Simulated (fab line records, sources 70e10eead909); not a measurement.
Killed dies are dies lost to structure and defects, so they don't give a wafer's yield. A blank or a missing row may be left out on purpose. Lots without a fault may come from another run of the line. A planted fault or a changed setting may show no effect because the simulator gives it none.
Problem report in the 8D (eight disciplines) form, filled by code | flow nand_harc | the parts of the form that need people (team, actions taken, sign-off) are left out

1. THE PROBLEM
rf_fwd_power_W at NHARC_P_M0_DEP_00 reads a mean of 506.0 W on 3 wafers of 2 lots; wafers without a fault read 598.5 W with a standard deviation of 1.7. That is -54 standard deviations from the usual mean.
The step: deposits SiOC, target thk 150 nm.
First seen on wafer L642.1, day 9 15:01, on pecvd-03. The record holds 33 wafers of 11 lots with a number at this step. Rule for "out", or "out of limits": more than 4 standard deviations from the usual mean. The other wafers with a number count as sound.

2. WHAT IT IS AND WHAT IT IS NOT
question                    | is                     | is not
which readings at this step | rf_fwd_power_W         | -
which lots                  | L642, L644             | L634, L635, L638, L651, L652, L653, L655, L656, L657
which wafers of those lots  | L642.1, L642.5, L644.5 | L642.6, L644.1, L644.3
read on which tools         | pecvd-03               | pecvd-01, pecvd-02
when                        | from day 9 15:01       | up to then (10 sound wafers); but 20 sound wafers of L644, L651, L652, L653, L655, L656, L657 came after

3. SUSPECTS, AND WHAT RULES EACH OUT
Counting: a tool at a process step up to the reading stays a suspect if it ran every lot that is out. Sound lots after the first of them don't rule it out here, since some wafers of a struck lot are sound.
- pecvd-03 at NHARC_P_M0_DEP_00 (deposits SiOC, target thk 150 nm): kept. It ran every lot that is out, first L642 (day 9 15:01); its last sound lot up to then is L635 (day 6 15:08). Its own readings are out on those wafers: rf_fwd_power_W.
- Within pecvd-03 at NHARC_P_M0_DEP_00: the wafers that are out ran in chamber 1; their sound lot-mates ran in chambers 0, 2.
Left after counting: pecvd-03 at NHARC_P_M0_DEP_00.

4. THE CAUSE (what the simulator had put in)
Process parameter drift: pecvd-03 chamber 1, from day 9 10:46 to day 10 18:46, at NHARC_P_M0_DEP_00. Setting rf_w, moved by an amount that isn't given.
Counting left only this tool.

5. THE CHAIN OF EFFECTS, in route order
Each row: a reading whose mean over the struck wafers that have a number lies more than 3 standard deviations from the usual. Only readings for which the record gives a usual standard deviation are gone through. hours: the time from each lot's start at the first step in this table that gives one to its start at this step, as a median over the lots. sigmas: the change in usual standard deviations.
hours | step              | reading        | usual   | on struck wafers | change | sigmas
0     | NHARC_P_M0_DEP_00 | rf_fwd_power_W | 598.5 W | 506.0            | -92.5  | -54
The process steps in it:
- NHARC_P_M0_DEP_00: deposits SiOC, target thk 150 nm.
Later measuring or inspecting steps at which every struck wafer that the step has a row for has a number for every such reading, and none has moved that far: NHARC_END_SORT_01.

6. WHAT WOULD HAVE CAUGHT IT SOONER
In this record the first reading out of limits was taken at day 9 15:01, 4 hours after the fault began at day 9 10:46.
